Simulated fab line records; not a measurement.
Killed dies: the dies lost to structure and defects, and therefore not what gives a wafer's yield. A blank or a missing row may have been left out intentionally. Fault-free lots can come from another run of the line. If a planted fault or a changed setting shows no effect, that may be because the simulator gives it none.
Shared-tool check | flow n5Finfet | 8 lots, 24 wafers sampled

== REASON FOR OPENING ==
At N5_FIN_SAQP_INSPECT_40 the reading rawDefectCount is flagged on 2 of 8 lots. Wafers without a fault read 244, standard deviation 79.
Rule: a lot is flagged when every wafer of it that has a number lies more than 4 standard deviations from that mean, or none has a number. The other lots count as sound.

lot  | measured    | on               | rawDefectCount, wafer by wafer | flag
L134 | day 2 08:50 | defectInspect-02 | 249 304 236                    | 
L139 | day 3 14:29 | defectInspect-01 | 197 247 218                    | 
L140 | day 3 20:27 | defectInspect-01 | 249 235 247                    | 
L145 | day 5 06:58 | defectInspect-02 | 163 229 165                    | 
L149 | day 6 02:41 | defectInspect-02 | 216 232 372                    | 
L151 | day 6 14:59 | defectInspect-02 | 696 611 685                    | FLAGGED
L155 | day 7 14:08 | defectInspect-01 | 676 825 727                    | FLAGGED
L156 | day 7 21:10 | defectInspect-01 | 273 247 203                    | 
Average over the flagged lots: 703; offset from the usual +459, equal to +6 standard deviations.

== WHICH TOOL EACH LOT WENT THROUGH ==
The record holds 4 process steps before the reading, out of a route of 1938 steps. Each cell gives the tool, then ch followed by the chambers the sampled wafers passed through, then the start.
lot  | flag    | N5_FIN_SAQP_HM_OPEN_73           | N5_FIN_SAQP_SPACER2_ETCHBACK_29  | N5_FIN_SAQP_MANDREL2_REMOVE_60 | N5_FIN_SAQP_HM_CD_35
L134 |         | rieDiel-05 ch 2,3, day 2 04:31   | rieDiel-03 ch 0,1,2, day 2 07:50 | rieSi-05 ch 0,1,2, day 2 07:56 | cdSem-03, day 2 08:31
L139 |         | rieDiel-03 ch 0,1,2, day 3 10:00 | rieDiel-05 ch 1,2, day 3 13:42   | rieSi-04 ch 0,1,3, day 3 13:47 | cdSem-03, day 3 14:10
L140 |         | rieDiel-03 ch 2,3, day 3 16:22   | rieDiel-05 ch 0,2,3, day 3 19:40 | rieSi-03 ch 1,2,3, day 3 19:46 | cdSem-01, day 3 20:08
L145 |         | rieDiel-05 ch 0,1,3, day 5 01:37 | rieDiel-01 ch 1,3, day 5 06:11   | rieSi-05 ch 0,1, day 5 06:16   | cdSem-03, day 5 06:38
L149 |         | rieDiel-01 ch 1,3, day 5 22:13   | rieDiel-05 ch 0,3, day 6 01:54   | rieSi-03 ch 2,3, day 6 01:59   | cdSem-03, day 6 02:22
L151 | FLAGGED | rieDiel-05 ch 1,2,3, day 6 10:13 | rieDiel-05 ch 0,1,2, day 6 14:13 | rieSi-03 ch 0,1,2, day 6 14:18 | cdSem-03, day 6 14:40
L155 | FLAGGED | rieDiel-05 ch 0,1,3, day 7 09:58 | rieDiel-05 ch 1,2, day 7 13:22   | rieSi-04 ch 0,1,2, day 7 13:27 | cdSem-01, day 7 13:49
L156 |         | rieDiel-01 ch 1,2,3, day 7 16:29 | rieDiel-03 ch 0,1,3, day 7 20:17 | rieSi-05 ch 0,2,3, day 7 20:22 | cdSem-01, day 7 20:51
What is done by these steps:
- N5_FIN_SAQP_HM_OPEN_73: chemistry CHF3/O2, target SiO2, stops on a-Si, target depth 12 nm, time 16.8 s.
- N5_FIN_SAQP_SPACER2_ETCHBACK_29: etches SiO2 in CHF3/O2, target depth 12.2 nm, time 6.1 s.
- N5_FIN_SAQP_MANDREL2_REMOVE_60: chemistry HBr/Cl2/O2, target a-Si, stops on SiNx, bt time 10 s.
- N5_FIN_SAQP_HM_CD_35: target cd 8 nm.
- N5_FIN_SAQP_INSPECT_40: inspects for defects (brightfield).

== FLAGGED OVER TOTAL, TOOL BY TOOL (the gauges that took the reading come last) ==
step                            | tool             | lots run | flagged | share of the flagged lots | sound lots run after its first flagged lot
N5_FIN_SAQP_HM_OPEN_73          | rieDiel-01       | 2        | 0       | none                      | -
N5_FIN_SAQP_HM_OPEN_73          | rieDiel-03       | 2        | 0       | none                      | -
N5_FIN_SAQP_HM_OPEN_73          | rieDiel-05       | 4        | 2       | all                       | 0
N5_FIN_SAQP_SPACER2_ETCHBACK_29 | rieDiel-01       | 1        | 0       | none                      | -
N5_FIN_SAQP_SPACER2_ETCHBACK_29 | rieDiel-03       | 2        | 0       | none                      | -
N5_FIN_SAQP_SPACER2_ETCHBACK_29 | rieDiel-05       | 5        | 2       | all                       | 0
N5_FIN_SAQP_MANDREL2_REMOVE_60  | rieSi-03         | 3        | 1       | some                      | 0
N5_FIN_SAQP_MANDREL2_REMOVE_60  | rieSi-04         | 2        | 1       | some                      | 0
N5_FIN_SAQP_MANDREL2_REMOVE_60  | rieSi-05         | 3        | 0       | none                      | -
N5_FIN_SAQP_HM_CD_35            | cdSem-01         | 3        | 1       | some                      | 1 (L156)
N5_FIN_SAQP_HM_CD_35            | cdSem-03         | 5        | 1       | some                      | 0
N5_FIN_SAQP_INSPECT_40          | defectInspect-01 | 4        | 1       | some                      | 1 (L156)
N5_FIN_SAQP_INSPECT_40          | defectInspect-02 | 4        | 1       | some                      | 0

== WHAT IS ALLOWED BY THE TABLE ==
Every flagged lot went through 2 rows of the table: rieDiel-05 at N5_FIN_SAQP_HM_OPEN_73 and rieDiel-05 at N5_FIN_SAQP_SPACER2_ETCHBACK_29.
- rieDiel-05 at N5_FIN_SAQP_HM_OPEN_73: 2 of its 4 lots flagged. Its last sound lot is L145 (day 5 01:37), its first flagged lot L151 (day 6 10:13): a fault that began between those two fits.
- rieDiel-05 at N5_FIN_SAQP_SPACER2_ETCHBACK_29: 2 of its 5 lots flagged. Its last sound lot is L149 (day 6 01:54), its first flagged lot L151 (day 6 14:13): a fault that began between those two fits.
Just one tool remains: rieDiel-05 at N5_FIN_SAQP_HM_OPEN_73 and N5_FIN_SAQP_SPACER2_ETCHBACK_29.

== WHAT THE SIMULATOR HAD PUT IN ==
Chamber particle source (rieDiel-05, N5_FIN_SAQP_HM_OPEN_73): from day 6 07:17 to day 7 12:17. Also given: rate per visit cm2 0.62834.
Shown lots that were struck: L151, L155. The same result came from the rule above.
